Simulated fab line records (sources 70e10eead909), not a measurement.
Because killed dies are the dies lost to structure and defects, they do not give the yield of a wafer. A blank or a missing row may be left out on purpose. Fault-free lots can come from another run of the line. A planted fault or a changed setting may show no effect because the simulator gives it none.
What tool caused it? ; flow nand-harc ; 14 lots, 42 wafers sampled, at 5 steps of a route of 1302

== WHAT THE GAUGES READ, wafer by wafer ==
NHARC_P_M0_THK_MEAS_24: measures by xrf. Usual: thk-nm reads 117.4 nm (standard deviation 1.6).
lot;measured;on;thk-nm (nm);flag
L413;day 6 07:09;film-metro-02;115.8 116.3 117.5;
L414;day 6 10:46;film-metro-01;119.7 118.1 113.5;
L416;day 7 05:43;film-metro-01;115.9 118.2 117.9;
L417;day 7 21:19;film-metro-01;119.1 114.6 117.8;
L418;day 8 10:19;film-metro-01;119.0 116.6 118.1;
L420;day 9 01:20;film-metro-02;115.4 117.9 118.1;
L424;day 10 21:35;film-metro-02;118.5 118.5 120.2;
L425;day 11 00:27;film-metro-02;116.7 118.8 114.9;
L427;day 12 06:35;film-metro-01;117.6 118.6 115.1;
L428;day 12 07:34;film-metro-01;116.3 116.6 119.5;
L430;day 12 23:58;film-metro-01;115.1 115.5 117.9;
L433;day 14 11:26;film-metro-01;116.4 114.6 116.4;
L434;day 14 18:43;film-metro-02;118.9 118.8 118.6;
L436;day 16 00:05;film-metro-01;117.6 118.5 118.7;

NHARC_P_M0_INSPECT_27. Usual: raw-defect-count reads 282 (standard deviation 120).
lot;measured;on;raw-defect-count;flag
L413;day 6 07:19;defect-inspect-02;143 138 127;
L414;day 6 10:55;defect-inspect-02;204 330 293;
L416;day 7 05:53;defect-inspect-01;136 302 233;
L417;day 7 21:28;defect-inspect-01;424 322 271;
L418;day 8 10:29;defect-inspect-01;283 505 531;
L420;day 9 01:29;defect-inspect-02;295 358 505;
L424;day 10 21:47;defect-inspect-02;335 295 421;
L425;day 11 00:38;defect-inspect-01;160 242 126;
L427;day 12 06:45;defect-inspect-01;118 169 83;
L428;day 12 07:43;defect-inspect-01;176 199 187;
L430;day 13 00:07;defect-inspect-01;403 312 180;
L433;day 14 11:36;defect-inspect-02;221 191 196;
L434;day 14 18:52;defect-inspect-01;427 769 399;
L436;day 16 00:14;defect-inspect-01;250 185 164;

NHARC_P_M1_CD_MEAS_09 targets a cd of 130 nm. Usual: cd-nm reads 129.6 nm (standard deviation 0.68).
lot;measured;on;cd-nm (nm);flag
L413;day 6 08:42;cd-sem-03;128.9 129.7 129.4;
L414;day 6 12:19;cd-sem-02;129.4 130.3 129.2;
L416;day 7 07:08;cd-sem-02;128.3 130.1 129.2;
L417;day 7 22:51;cd-sem-02;128.6 130.6 129.7;
L418;day 8 11:53;cd-sem-01;129.1 128.1 129.8;
L420;day 9 02:58;cd-sem-01;129.9 129.5 129.4;
L424;day 10 23:03;cd-sem-03;129.9 129.2 130.2;
L425;day 11 02:02;cd-sem-02;128.9 130.0 129.2;
L427;day 12 08:08;cd-sem-01;129.8 130.6 129.4;
L428;day 12 09:07;cd-sem-01;148.4 149.4 148.4;OFF
L430;day 13 01:31;cd-sem-02;148.0 148.3 148.6;OFF
L433;day 14 13:13;cd-sem-01;129.7 128.5 129.3;
L434;day 14 20:17;cd-sem-03;129.7 129.0 129.1;
L436;day 16 01:31;cd-sem-03;128.2 129.4 130.2;

== TOOL THAT RAN EACH LOT (tool first, then ch and the chambers of the sampled wafers, then the start) ==
lot;NHARC_P_M0_DEGAS_28;NHARC_P_M1_PEB_07
L413;pvd-sputter-03, day 6 05:46;litho-track-06 ch 0, day 6 08:37
L414;pvd-sputter-03, day 6 09:22;litho-track-06 ch 0, day 6 12:14
L416;pvd-sputter-02, day 7 04:19;litho-track-04 ch 0, day 7 07:04
L417;pvd-sputter-01, day 7 17:58;litho-track-01 ch 0, day 7 22:46
L418;pvd-sputter-02, day 8 08:55;litho-track-04 ch 0, day 8 11:48
L420;pvd-sputter-01, day 8 23:55;litho-track-06 ch 0, day 9 02:53
L424;pvd-sputter-03, day 10 20:13;litho-track-04 ch 0, day 10 22:58
L425;pvd-sputter-01, day 10 23:04;litho-track-04 ch 0, day 11 01:58
L427;pvd-sputter-01, day 12 05:11;litho-track-06 ch 0, day 12 08:03
L428;pvd-sputter-03, day 12 06:09;litho-track-04 ch 0, day 12 09:02
L430;pvd-sputter-01, day 12 22:34;litho-track-04 ch 0, day 13 01:26
L433;pvd-sputter-03, day 14 10:04;litho-track-06 ch 0, day 14 13:08
L434;pvd-sputter-03, day 14 17:19;litho-track-06 ch 0, day 14 20:12
L436;pvd-sputter-01, day 15 22:42;litho-track-01 ch 0, day 16 01:26
- NHARC_P_M0_DEGAS_28: time 60 s.
- NHARC_P_M1_PEB_07: peb time 65 s.

== WHAT THE TOOLS THEMSELVES READ (means of the sampled wafers that have a number; where no wafer has one, the mark that the record gives instead) ==
NHARC_P_M0_DEGAS_28. Usual: heater-power-w reads 332 W (standard deviation 38).
lot;tool;heater-power-w (W);flag
L413;pvd-sputter-03;317;
L414;pvd-sputter-03;311;
L416;pvd-sputter-02;346;
L417;pvd-sputter-01;349;
L418;pvd-sputter-02;349;
L420;pvd-sputter-01;349;
L424;pvd-sputter-03;294;
L425;pvd-sputter-01;351;
L427;pvd-sputter-01;357;
L428;pvd-sputter-03;298;
L430;pvd-sputter-01;353;
L433;pvd-sputter-03;303;
L434;pvd-sputter-03;301;
L436;pvd-sputter-01;393;

NHARC_P_M1_PEB_07. Usual: heater-power-total-W 156.6 W, standard deviation 0.42; plate-temp-C 99.98 C, standard deviation 0.14.
lot;tool;heater-power-total-W (W);plate-temp-C (C);flag
L413;litho-track-06;156.6;100.08;
L414;litho-track-06;156.5;100.07;
L416;litho-track-04;156.7;100.04;
L417;litho-track-01;156.2;100.11;
L418;litho-track-04;156.7;100.04;
L420;litho-track-06;156.5;100.03;
L424;litho-track-04;156.3;99.80;
L425;litho-track-04;156.4;100.02;
L427;litho-track-06;156.0;99.92;
L428;litho-track-04;169.9;106.02;OFF
L430;litho-track-04;169.9;106.05;OFF
L433;litho-track-06;156.3;100.08;
L434;litho-track-06;156.6;99.87;
L436;litho-track-01;156.5;99.88;

== THE ANSWER, worked out from the rows above alone ==
Rule: a lot is off if the mean of its wafers that have a number lies more than 3 standard deviations from the usual mean. A lot without any number at a reading at which 4 lots or more have one is off too. All remaining lots with rows at the step are treated as sound. First the gauges in route order, then the tools' own readings, where a lot's mean is used as printed above. At the first step where some lot is off, the reading lying furthest off is the one used; lots without a number count as furthest.
Off, at NHARC_P_M1_CD_MEAS_09 on cd-nm: L428, L430.
A tool fits if, at a process step before that reading, it ran every lot that is off, and no sound lot after the first of them. Not tried: the gauges at NHARC_P_M1_CD_MEAS_09; whatever is off there is also off at NHARC_P_M1_PEB_07, on other tools, and gauge error can't account for it. One fits: NHARC_P_M1_PEB_07 on litho-track-04. A fault onset in the window from L425 (day 11 01:58, its last sound lot) to L428 (day 12 09:02, its first lot off) fits.
The tool's own readings at NHARC_P_M1_PEB_07 bear it out: on the lots that are off they differ by more than 5 times the standard deviation of the sound lots' means. heater-power-total-W reads 169.9 W there against 156.4 W on the sound lots; plate-temp-C reads 106.03 C there against 100.00 C on the sound lots.

== WHAT WAS PUT IN BY THE SIMULATOR ==
Drift in process parameters on litho-track-04 at NHARC_P_M1_PEB_07, starting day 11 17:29. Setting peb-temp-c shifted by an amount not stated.
Struck lots among those shown: L428, L430. Same finding as the rule above.
